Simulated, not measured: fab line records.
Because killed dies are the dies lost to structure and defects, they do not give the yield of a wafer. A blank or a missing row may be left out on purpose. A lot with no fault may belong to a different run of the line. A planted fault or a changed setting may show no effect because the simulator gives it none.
Which tool was responsible? | flow n5 finfet | Sampling: 13 lots, 39 wafers, 3 of 1938 route steps

== WHAT EACH GAUGE READ, for each wafer ==
N5_PASSIVATION_OVL_MEAS_63.
lot  | measured     | on         | PAD_OVL (nm)
L908 | day 11 19:24 | overlay-02 | 5 2 0
L909 | day 11 22:44 | overlay-01 | 0 -2 2
L910 | day 12 15:34 | overlay-01 | 9 5 6
L911 | day 13 02:23 | overlay-02 | 5 -3 -3
L912 | day 12 21:26 | overlay-01 | -3 2 10
L913 | day 12 21:12 | overlay-01 | -2 10 5
L914 | day 13 08:43 | overlay-01 | 8 0 2
L921 | day 15 13:28 | overlay-02 | 3 -7 -9
L923 | day 16 13:00 | overlay-01 | 3 0 5
L925 | day 16 21:47 | overlay-01 | 1 0 6
L926 | day 17 20:52 | overlay-02 | -5 -3 -8
L928 | day 17 17:30 | overlay-02 | 1 2 -1
L930 | day 18 09:40 | overlay-02 | 1 -4 -1

== TOOL THAT RAN EACH LOT (tool first, then ch and the chambers of the sampled wafers, then the start) ==
lot  | N5_BEOL_M0_PRE_CLEAN_113     | N5_MIM_TOP_SPUTTER_03
L908 | pvd sputter-02, day 5 18:34  | pvd sputter-01, day 11 12:17
L909 | pvd sputter-01, day 6 02:02  | pvd sputter-01, day 11 17:10
L910 | pvd sputter-02, day 6 06:16  | pvd sputter-03, day 12 06:24
L911 | pvd sputter-02, day 6 12:26  | pvd sputter-03, day 12 19:46
L912 | pvd sputter-03, day 6 22:09  | pvd sputter-01, day 12 17:01
L913 | pvd sputter-03, day 7 01:45  | pvd sputter-01, day 12 16:54
L914 | pvd sputter-03, day 7 10:31  | pvd sputter-03, day 13 02:17
L921 | pvd sputter-03, day 9 04:08  | pvd sputter-02, day 15 06:52
L923 | pvd sputter-03, day 9 14:33  | pvd sputter-01, day 16 07:57
L925 | pvd sputter-01, day 10 02:34 | pvd sputter-02, day 16 14:38
L926 | pvd sputter-01, day 10 12:58 | pvd sputter-01, day 17 16:37
L928 | pvd sputter-01, day 10 21:22 | pvd sputter-01, day 17 09:46
L930 | pvd sputter-01, day 11 12:58 | pvd sputter-03, day 18 02:03
- N5_BEOL_M0_PRE_CLEAN_113: time 30 s.
- N5_MIM_TOP_SPUTTER_03: material TiN, target thk 35 nm, time 89.7 s.

== WHAT THE TOOLS THEMSELVES READ (means of the sampled wafers that have a number; where no wafer has one, the mark that the record gives instead) ==
N5_BEOL_M0_PRE_CLEAN_113.
lot  | tool           | heater power w (W)
L908 | pvd sputter-02 | 343
L909 | pvd sputter-01 | 339
L910 | pvd sputter-02 | 345
L911 | pvd sputter-02 | 354
L912 | pvd sputter-03 | 321
L913 | pvd sputter-03 | 317
L914 | pvd sputter-03 | 329
L921 | pvd sputter-03 | 322
L923 | pvd sputter-03 | 338
L925 | pvd sputter-01 | 326
L926 | pvd sputter-01 | 302
L928 | pvd sputter-01 | 321
L930 | pvd sputter-01 | 302

N5_MIM_TOP_SPUTTER_03.
lot  | tool           | chamber pressure pa (Pa) | throttle valve pct (%)
L908 | pvd sputter-01 | 0.4995                   | 30.3
L909 | pvd sputter-01 | 0.4988                   | 30.4
L910 | pvd sputter-03 | 0.4999                   | 29.8
L911 | pvd sputter-03 | 0.5005                   | 30.9
L912 | pvd sputter-01 | 0.4995                   | 29.6
L913 | pvd sputter-01 | 0.4996                   | 29.6
L914 | pvd sputter-03 | 0.5000                   | 29.8
L921 | pvd sputter-02 | 0.5000                   | 29.3
L923 | pvd sputter-01 | 0.4998                   | 30.0
L925 | pvd sputter-02 | 0.5002                   | 29.3
L926 | pvd sputter-01 | 0.5002                   | 29.9
L928 | pvd sputter-01 | 0.5005                   | 29.9
L930 | pvd sputter-03 | 0.4988                   | 30.6

== THE ANSWER, worked out from the rows above alone ==
Rule: the lots themselves supply what counts as usual. Put in order of their means at a reading, lots are off if they are a third of the lots or fewer, leave a main group of 4 or more, and stand apart from it by a gap of 3 or more times the standard deviation of the main group's means; of several such gaps the widest counts. If all means in a main group match to the digits the tables above print for the reading, that group is not used. A lot without any number at a reading at which 4 lots or more have one is off too. All remaining lots with rows at the step are treated as sound. After the gauges, taken in route order, come the tools' own readings; for these a lot's mean is taken, as printed above. At the first step where some lot is off, the reading lying furthest off is the one used; lots without a number count as furthest.
No lot is off at any reading shown: from this, nothing can be told.

== WHAT HAD BEEN PUT IN BY THE SIMULATOR ==
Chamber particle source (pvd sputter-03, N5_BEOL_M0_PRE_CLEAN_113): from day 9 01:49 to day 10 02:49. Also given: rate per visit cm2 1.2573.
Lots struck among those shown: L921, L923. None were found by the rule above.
